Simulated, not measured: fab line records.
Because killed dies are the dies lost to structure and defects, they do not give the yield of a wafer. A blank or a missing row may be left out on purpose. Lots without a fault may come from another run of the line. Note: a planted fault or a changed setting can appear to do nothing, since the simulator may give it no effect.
fab line records + flow n5Finfet
record
- lots=10
- wafers=29
- lastDay=19
route steps=1938 shown BEOL_M14@1728 PASSIVATION@1936
lots untouched by any fault: they come from a run of this same line in which no faults occurred
startH: hours from the record's first day to the start of the lot's first wafer shown + waitH: hours elapsed since this lot's preceding step + " repeats the value in the row above + L1.1+2: a single row standing in for several wafers + - no value, or no start given + * or withheld: withheld + < > ~ a bound
route shown NAME@n: a module of which the file shows steps, and the number in the route of the first + usual: mean and standard deviation over wafers with no fault + same: alike in all rows + chamber/n: place in a boat + sites: the reading at each site + _std_site: the values' standard deviation + _edge_site: the outer-site mean with the inner-site mean subtracted + radiusMm: for every site, how far away it sits from the centre of the wafer + mask NAME#n: copy n + behind: tool/chamber where the wafer was last shaped + hold: why the lot went on hold/how many hours it stayed there/how the hold came to an end + device: transistor that didn't switch, given as n, p or np + end of line: the route-end tests of the same wafers + a step without rows: its recipe alone + killed: not the wafer's yield, but the dies lost to structure and defects at the first sort + map: shows each die of a wafer: x if killed, . if not, _ if none is there
set.NAME: the run value of the setting; set.NAME@STEP: its run value at that earlier step + model.NAME: the simulator's own value behind a step, which no gauge read
route steps across a sampled set of lots; one table per step, one row per wafer
services: from which hour (startH, from the record's first day; less than 0 if before it) a tool's chamber was out of use, for how many hours, and why
## steps
# step N5_BEOL_M14_INSPECT_12
# recipe
- mode=adi
- inspectInstrument=macro
# usual
- rawDefectCount=1.9/1.3
| lot.wafer | tool             | chamber | startH | waitH | rawDefectCount |
|-----------|------------------|---------|--------|-------|----------------|
| L515.1    | defectInspect-02 | -       | 269.26 | 0.0   | 3              |
| L515.2    | "                | -       | "      | "     | 0              |
| L515.6    | "                | -       | "      | "     | 1              |
| L514.5    | defectInspect-02 | -       | 287.02 | 0.0   | 3              |
| L514.6    | "                | -       | "      | "     | 0              |
| L518.2    | defectInspect-02 | -       | 305.13 | 0.0   | 0              |
| L518.3    | "                | -       | "      | "     | 1              |
| L518.6    | "                | -       | "      | "     | 2              |
| L520.1    | defectInspect-02 | -       | 323.38 | 0.0   | 6              |
| L520.4    | "                | -       | "      | "     | 1              |
| L520.5    | "                | -       | "      | "     | 3              |
| L525.2    | defectInspect-02 | -       | 349.69 | 0.0   | 4              |
| L525.4    | "                | -       | "      | "     | 2              |
| L525.5    | "                | -       | "      | "     | 3              |
| L522.1    | defectInspect-02 | -       | 350.37 | 0.0   | 1              |
| L522.3    | "                | -       | "      | "     | 3              |
| L522.4    | "                | -       | "      | "     | 3              |
| L530.2    | defectInspect-02 | -       | 378.05 | 0.0   | 1              |
| L530.3    | "                | -       | "      | "     | 1              |
| L530.6    | "                | -       | "      | "     | 2              |
| L531.4    | defectInspect-01 | -       | 392.73 | 0.0   | 1              |
| L531.5    | "                | -       | "      | "     | 3              |
| L531.6    | "                | -       | "      | "     | 0              |
| L532.1    | defectInspect-01 | -       | 394.31 | 0.0   | 3              |
| L532.3    | "                | -       | "      | "     | 3              |
| L532.6    | "                | -       | "      | "     | 1              |
| L536.2    | defectInspect-02 | -       | 421.74 | 0.0   | 3              |
| L536.5    | "                | -       | "      | "     | 2              |
| L536.6    | "                | -       | "      | "     | 2              |
# step N5_BEOL_M14_VIA_ETCH_16
# recipe
- chemistry=C4F8/O2/Ar
- target=SiO2
- heInnerTorr=15
- heOuterTorr=30
- targetDepthA=12313
- timeS=withheld
- ionEnergyEv=800
- pressureMtorr=20
- sourceW=1905
- biasW=2040
- Ar_flow_sccm=400
- C4F8_flow_sccm=16
- O2_flow_sccm=12
- ends=cleared
# usual
- C4F8_flow_sccm=15.99/0.05
- chamberPressureMTorr=19.997/0.019
- drypumpMotorCurrentA=5.7/0.4
- oes_o_777_au=0.79/0.069
- oesProductAu=0.73/0.07
- rfVppV=2255/57
- showerheadPlenumPTorr=3.46/0.085
- throttleValvePct=30.96/0.25
| lot.wafer | tool       | chamber | startH | waitH | C4F8_flow_sccm | chamberPressureMTorr | drypumpMotorCurrentA | oes_o_777_au | oesProductAu | rfVppV | showerheadPlenumPTorr | throttleValvePct |
|-----------|------------|---------|--------|-------|----------------|----------------------|----------------------|--------------|--------------|--------|-----------------------|------------------|
| L515.1    | rieDiel-05 | 0       | 269.38 | 0.0   | 15.99          | 20.031               | 5.6                  | 0.72         | 0.63         | 2201   | 3.51                  | 30.70            |
| L515.2    | "          | 2       | "      | "     | 15.91          | 19.988               | 6.6                  | 0.82         | 0.74         | 2207   | 3.35                  | 31.08            |
| L515.6    | "          | 1       | "      | "     | 15.98          | 19.993               | 5.9                  | 0.79         | 0.74         | 2243   | 3.32                  | 30.81            |
| L514.5    | rieDiel-03 | 3       | 287.22 | 0.1   | 16.02          | 20.003               | 5.9                  | 0.83         | 0.77         | 2272   | 3.50                  | 31.18            |
| L514.6    | "          | 0       | "      | "     | 16.08          | 20.005               | 5.5                  | 0.68         | 0.61         | 2363   | 3.42                  | 31.29            |
| L518.2    | rieDiel-03 | 1       | 305.30 | 0.0   | 15.95          | 20.003               | 5.4                  | 0.86         | 0.82         | 2285   | 3.51                  | 31.00            |
| L518.3    | "          | 0       | "      | "     | 16.04          | 19.990               | 5.5                  | 0.68         | 0.62         | 2362   | 3.42                  | 31.32            |
| L518.6    | "          | 1       | "      | "     | 15.96          | 20.014               | 5.5                  | 0.86         | 0.81         | 2284   | 3.51                  | 30.99            |
| L520.1    | rieDiel-03 | 1       | 323.74 | 0.0   | 16.00          | 19.960               | 5.5                  | 0.85         | 0.81         | 2284   | 3.51                  | 31.00            |
| L520.4    | "          | 3       | "      | "     | 16.07          | 19.995               | 5.9                  | 0.82         | 0.76         | 2271   | 3.49                  | 31.18            |
| L520.5    | "          | 1       | "      | "     | 15.94          | 19.991               | 5.5                  | 0.85         | 0.80         | 2284   | 3.51                  | 31.03            |
| L525.2    | rieDiel-02 | 0       | 349.81 | 0.0   | 15.86          | 19.987               | 6.3                  | 0.83         | 0.74         | 2247   | 3.55                  | 30.58            |
| L525.4    | "          | 0       | "      | "     | 15.89          | 19.966               | 6.2                  | 0.83         | 0.74         | 2246   | 3.55                  | 30.57            |
| L525.5    | "          | 3       | "      | "     | 15.97          | 20.007               | 5.6                  | 0.97         | 0.88         | 2298   | 3.66                  | 31.10            |
| L522.1    | rieDiel-05 | 2       | 350.49 | 0.0   | 15.98          | 20.021               | 6.6                  | 0.79         | 0.71         | 2207   | 3.33                  | 31.13            |
| L522.3    | "          | 3       | "      | "     | 15.93          | 19.980               | 5.4                  | 0.90         | 0.87         | 2326   | 3.55                  | 30.95            |
| L522.4    | "          | 1       | "      | "     | 16.04          | 20.007               | 5.9                  | 0.77         | 0.71         | 2242   | 3.31                  | 30.86            |
| L530.2    | rieDiel-03 | 2       | 378.46 | 0.0   | 16.05          | 19.987               | 5.2                  | 0.79         | 0.73         | 2175   | 3.48                  | 30.62            |
| L530.3    | "          | 1       | "      | "     | 15.91          | 20.001               | 5.5                  | 0.82         | 0.78         | 2283   | 3.50                  | 31.01            |
| L530.6    | "          | 2       | "      | "     | 15.99          | 19.992               | 5.2                  | 0.78         | 0.72         | 2173   | 3.48                  | 30.61            |
| L531.4    | rieDiel-03 | 3       | 392.95 | 0.1   | 16.06          | 20.008               | 5.9                  | 0.78         | 0.73         | 2268   | 3.48                  | 31.21            |
| L531.5    | "          | 2       | "      | "     | 15.98          | 19.990               | 5.2                  | 0.79         | 0.72         | 2172   | 3.47                  | 30.64            |
| L531.6    | "          | 1       | "      | "     | 16.03          | 19.992               | 5.5                  | 0.81         | 0.76         | 2282   | 3.50                  | 31.01            |
| L532.1    | rieDiel-03 | 3       | 394.45 | 0.0   | 16.01          | 20.026               | 5.9                  | 0.79         | 0.73         | 2269   | 3.48                  | 31.22            |
| L532.3    | "          | 1       | "      | "     | 15.96          | 19.996               | 5.5                  | 0.80         | 0.77         | 2280   | 3.50                  | 31.05            |
| L532.6    | "          | 2       | "      | "     | 16.00          | 19.990               | 5.2                  | 0.78         | 0.72         | 2173   | 3.47                  | 30.63            |
| L536.2    | rieDiel-02 | 3       | 421.86 | 0.0   | 16.09          | 20.019               | 5.6                  | 0.92         | 0.81         | 2297   | 3.65                  | 31.11            |
| L536.5    | "          | 1       | "      | "     | 16.02          | 19.980               | 5.4                  | 0.81         | 0.68         | 2224   | 3.43                  | 30.61            |
| L536.6    | "          | 0       | "      | "     | 16.02          | 19.998               | 6.3                  | 0.81         | 0.71         | 2245   | 3.53                  | 30.58            |
# step N5_BEOL_M14_PEB_26
# recipe
- pebTempC=130
- pebTimeS=90
# usual
- heaterPowerTotalW=172.5/0.72
- plateTempC=130.00/0.14
| lot.wafer | tool          | chamber | startH | waitH | heaterPowerTotalW | plateTempC |
|-----------|---------------|---------|--------|-------|-------------------|------------|
| L515.1    | lithoTrack-02 | 0       | 269.95 | 0.1   | 172.5             | 129.80     |
| L515.2    | "             | 0       | "      | "     | 171.3             | 129.99     |
| L515.6    | "             | 0       | "      | "     | 171.2             | 129.78     |
| L514.5    | lithoTrack-04 | 0       | 287.82 | 0.0   | 172.5             | 129.99     |
| L514.6    | "             | 0       | "      | "     | 172.8             | 129.99     |
| L518.2    | lithoTrack-04 | 0       | 305.98 | 0.0   | 172.4             | 129.91     |
| L518.3    | "             | 0       | "      | "     | 173.1             | 130.24     |
| L518.6    | "             | 0       | "      | "     | 173.3             | 130.03     |
| L520.1    | lithoTrack-04 | 0       | 324.44 | 0.1   | 172.3             | 129.85     |
| L520.4    | "             | 0       | "      | "     | 172.9             | 129.92     |
| L520.5    | "             | 0       | "      | "     | 172.3             | 129.84     |
| L525.2    | lithoTrack-04 | 0       | 350.37 | 0.0   | 179.0             | 133.75     |
| L525.4    | "             | 0       | "      | "     | 179.6             | 133.63     |
| L525.5    | "             | 0       | "      | "     | 177.7             | 133.78     |
| L522.1    | lithoTrack-04 | 0       | 351.22 | 0.1   | 179.6             | 133.60     |
| L522.3    | "             | 0       | "      | "     | 178.8             | 133.63     |
| L522.4    | "             | 0       | "      | "     | 178.7             | 133.69     |
| L530.2    | lithoTrack-02 | 0       | 379.15 | 0.0   | 171.8             | 130.22     |
| L530.3    | "             | 0       | "      | "     | 170.8             | 130.05     |
| L530.6    | "             | 0       | "      | "     | 172.9             | 130.24     |
| L531.4    | lithoTrack-02 | 0       | 393.55 | 0.0   | 172.8             | 129.98     |
| L531.5    | "             | 0       | "      | "     | 172.8             | 129.78     |
| L531.6    | "             | 0       | "      | "     | 172.8             | 129.78     |
| L532.1    | lithoTrack-02 | 0       | 395.01 | 0.1   | 172.7             | 130.08     |
| L532.3    | "             | 0       | "      | "     | 172.1             | 129.81     |
| L532.6    | "             | 0       | "      | "     | 173.3             | 129.86     |
| L536.2    | lithoTrack-04 | 0       | 422.54 | 0.0   | 173.4             | 130.11     |
| L536.5    | "             | 0       | "      | "     | 173.5             | 130.04     |
| L536.6    | "             | 0       | "      | "     | 171.8             | 130.02     |
# step N5_BEOL_M14_CD_MEAS_28
# recipe
- targetCdNm=284.4
- landingEnergyEv=500
- detector=seInlens
# usual
- cdNm=284.2/2.4
| lot.wafer | tool     | chamber | startH | waitH | cdNm  |
|-----------|----------|---------|--------|-------|-------|
| L515.1    | cdSem-02 | 0       | 270.06 | -     | 285.0 |
| L515.2    | "        | 0       | "      | "     | 284.8 |
| L515.6    | "        | 0       | "      | "     | 287.4 |
| L514.5    | cdSem-02 | 0       | 287.94 | -     | 282.7 |
| L514.6    | "        | 0       | "      | "     | 285.4 |
| L518.2    | cdSem-02 | 0       | 306.10 | -     | 290.0 |
| L518.3    | "        | 0       | "      | "     | 285.9 |
| L518.6    | "        | 0       | "      | "     | 282.4 |
| L520.1    | cdSem-01 | 0       | 324.55 | -     | 284.8 |
| L520.4    | "        | 0       | "      | "     | 282.6 |
| L520.5    | "        | 0       | "      | "     | 281.8 |
| L525.2    | cdSem-03 | 0       | 350.49 | -     | 296.6 |
| L525.4    | "        | 0       | "      | "     | 295.2 |
| L525.5    | "        | 0       | "      | "     | 303.4 |
| L522.1    | cdSem-02 | 0       | 351.33 | -     | 300.4 |
| L522.3    | "        | 0       | "      | "     | 298.1 |
| L522.4    | "        | 0       | "      | "     | 297.3 |
| L530.2    | cdSem-01 | 0       | 379.26 | -     | 286.2 |
| L530.3    | "        | 0       | "      | "     | 285.1 |
| L530.6    | "        | 0       | "      | "     | 284.7 |
| L531.4    | cdSem-03 | 0       | 393.66 | -     | 284.9 |
| L531.5    | "        | 0       | "      | "     | 285.1 |
| L531.6    | "        | 0       | "      | "     | 286.9 |
| L532.1    | cdSem-03 | 0       | 395.13 | -     | 284.1 |
| L532.3    | "        | 0       | "      | "     | 286.3 |
| L532.6    | "        | 0       | "      | "     | 286.7 |
| L536.2    | cdSem-01 | 0       | 422.66 | -     | 279.5 |
| L536.5    | "        | 0       | "      | "     | 283.5 |
| L536.6    | "        | 0       | "      | "     | 278.7 |
# step N5_BEOL_M14_INSPECT_30
# recipe
- mode=adi
- inspectInstrument=macro
# usual
- rawDefectCount=1.9/1.4
| lot.wafer | tool             | chamber | startH | waitH | rawDefectCount |
|-----------|------------------|---------|--------|-------|----------------|
| L515.1    | defectInspect-02 | -       | 270.12 | 0.0   | 1              |
| L515.2    | "                | -       | "      | "     | 4              |
| L515.6    | "                | -       | "      | "     | 1              |
| L514.5    | defectInspect-02 | -       | 287.99 | 0.0   | 2              |
| L514.6    | "                | -       | "      | "     | 0              |
| L518.2    | defectInspect-02 | -       | 306.15 | 0.0   | 3              |
| L518.3    | "                | -       | "      | "     | 1              |
| L518.6    | "                | -       | "      | "     | 0              |
| L520.1    | defectInspect-02 | -       | 324.61 | 0.0   | 0              |
| L520.4    | "                | -       | "      | "     | 4              |
| L520.5    | "                | -       | "      | "     | 4              |
| L525.2    | defectInspect-02 | -       | 350.54 | 0.0   | 3              |
| L525.4    | "                | -       | "      | "     | 3              |
| L525.5    | "                | -       | "      | "     | 0              |
| L522.1    | defectInspect-02 | -       | 351.39 | 0.0   | 1              |
| L522.3    | "                | -       | "      | "     | 0              |
| L522.4    | "                | -       | "      | "     | 2              |
| L530.2    | defectInspect-02 | -       | 379.32 | 0.0   | 2              |
| L530.3    | "                | -       | "      | "     | 0              |
| L530.6    | "                | -       | "      | "     | 2              |
| L531.4    | defectInspect-01 | -       | 393.72 | 0.0   | 3              |
| L531.5    | "                | -       | "      | "     | 3              |
| L531.6    | "                | -       | "      | "     | 5              |
| L532.1    | defectInspect-01 | -       | 395.18 | 0.0   | 3              |
| L532.3    | "                | -       | "      | "     | 2              |
| L532.6    | "                | -       | "      | "     | 0              |
| L536.2    | defectInspect-01 | -       | 422.71 | 0.0   | 2              |
| L536.5    | "                | -       | "      | "     | 0              |
| L536.6    | "                | -       | "      | "     | 4              |
# step N5_PASSIVATION_PROBE_49
# usual
- defectLimitedYield=91.0/1.4
- killed_at_M0_to_M3=34/10
- killed_at_M4_up=15/5.5
- killedAtContacts=12/6.1
- killedAtFrontEnd=41/12
- killedAtOther=4/3.4
- killedDies=106/17
- killedOpen=70/13
- killedShort=34/7.4
- sort_bin_4_leakage=0.01/0.065
- sort_bin_5_function=5.3/1
- sort_bin_6_memory=3.4/0.69
- sort_bin_8_speed=0.03/0.22
- sortNPass=1073/17
- sortYieldPct=91.0/1.4
# same
- grossDies=1180
- killedAtBackSide=0
| lot.wafer | tool      | chamber | startH | waitH | defectLimitedYield[%] | killed_at_M0_to_M3 | killed_at_M4_up | killedAtContacts | killedAtFrontEnd | killedAtOther | killedDies | killedOpen | killedShort | sort_bin_4_leakage[%] | sort_bin_5_function[%] | sort_bin_6_memory[%] | sort_bin_8_speed[%] | sortNPass | sortYieldPct[%] |
|-----------|-----------|---------|--------|-------|-----------------------|--------------------|-----------------|------------------|------------------|---------------|------------|------------|-------------|-----------------------|------------------------|----------------------|---------------------|-----------|-----------------|
| L525.5    | prober-01 | -       | 380.16 | 0.2   | 90.6                  | 44                 | 17              | 9                | 40               | 1             | 111        | 64         | 46          | 0                     | 5.6                    | 3.6                  | 0                   | 1069      | 90.6            |
# killed by level:class
L525.5 BEOL_M0_SAQP:geometricParticle:short=16 FIN_SAQP:geometricParticle:short=15 FIN_SAQP:geometricParticle:open=9 MOL_CONTACT_COAG:geometricParticle:open=8 BEOL_M0_SAQP:geometricParticle:open=8 BEOL_M2:geometricParticle:open=8 BEOL_M5:geometricParticle:open=7 BEOL_M3:geometricParticle:open=5
## services
| tool       | chamber | startH | hours | kind                         |
|------------|---------|--------|-------|------------------------------|
| rieDiel-03 | -       | 251.20 | 0.3   | repair                       |
| rieDiel-05 | 3       | 293.58 | 5.8   | repair                       |
| rieDiel-03 | -       | 299.69 | 0.3   | repair                       |
| rieDiel-05 | 3       | 316.44 | -     | clean                        |
| rieDiel-05 | 3       | 316.44 | -     | consumableReplace:focusRing  |
| rieDiel-05 | 3       | 316.44 | 19.1  | scheduledDown                |
| rieDiel-05 | 3       | 316.44 | 19.1  | ventCycle                    |
| rieDiel-02 | 3       | 318.66 | -     | clean                        |
| rieDiel-02 | 3       | 318.66 | -     | consumableReplace:focusRing  |
| rieDiel-02 | 3       | 318.66 | -     | consumableReplace:showerhead |
| rieDiel-02 | 3       | 318.66 | 21.9  | scheduledDown                |
| rieDiel-02 | 3       | 318.66 | 21.9  | ventCycle                    |
| rieDiel-05 | 0       | 335.62 | -     | clean                        |
| rieDiel-05 | 0       | 335.62 | -     | consumableReplace:focusRing  |
| rieDiel-05 | 0       | 335.62 | 25.1  | scheduledDown                |
| rieDiel-05 | 0       | 335.62 | 25.1  | ventCycle                    |
| rieDiel-02 | 2       | 340.01 | 10.3  | repair                       |
| rieDiel-05 | 3       | 359.97 | 5.1   | repair                       |
| rieDiel-03 | 0       | 385.85 | -     | clean                        |
| rieDiel-03 | 0       | 385.85 | -     | consumableReplace:focusRing  |
| rieDiel-03 | 0       | 385.85 | 22.0  | scheduledDown                |
| rieDiel-03 | 0       | 385.85 | 22.0  | ventCycle                    |
## key
firstSign
- step=N5_BEOL_M14_PEB_26
- reading=plateTempC
- direction=up
- sigmas=25
- usual=*
- struck=*
effect
- step=N5_BEOL_M14_PEB_26
- reading=heaterPowerTotalW
- direction=up
- sigmas=8.9
- usual=*
- struck=*
effect
- step=N5_BEOL_M14_CD_MEAS_28
- reading=cdNm
- direction=up
- sigmas=5.8
- usual=284.2
- struck=298.5
metAt N5_BEOL_M14_PEB_26
struckLots L522,L525
notActingAt N5_BEOL_M14_INSPECT_12,N5_BEOL_M14_VIA_ETCH_16,N5_BEOL_M14_INSPECT_30
onsetBetween 324.44 350.37
fault
- kind=processParameterDrift
- tool=lithoTrack-04
- chamber=-
- onsetH=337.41
- steps=N5_BEOL_M14_PEB_26
- channel=pebTempC
- offset=*
- shape=step
- endH=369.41
- actsIn=*
- stated=*
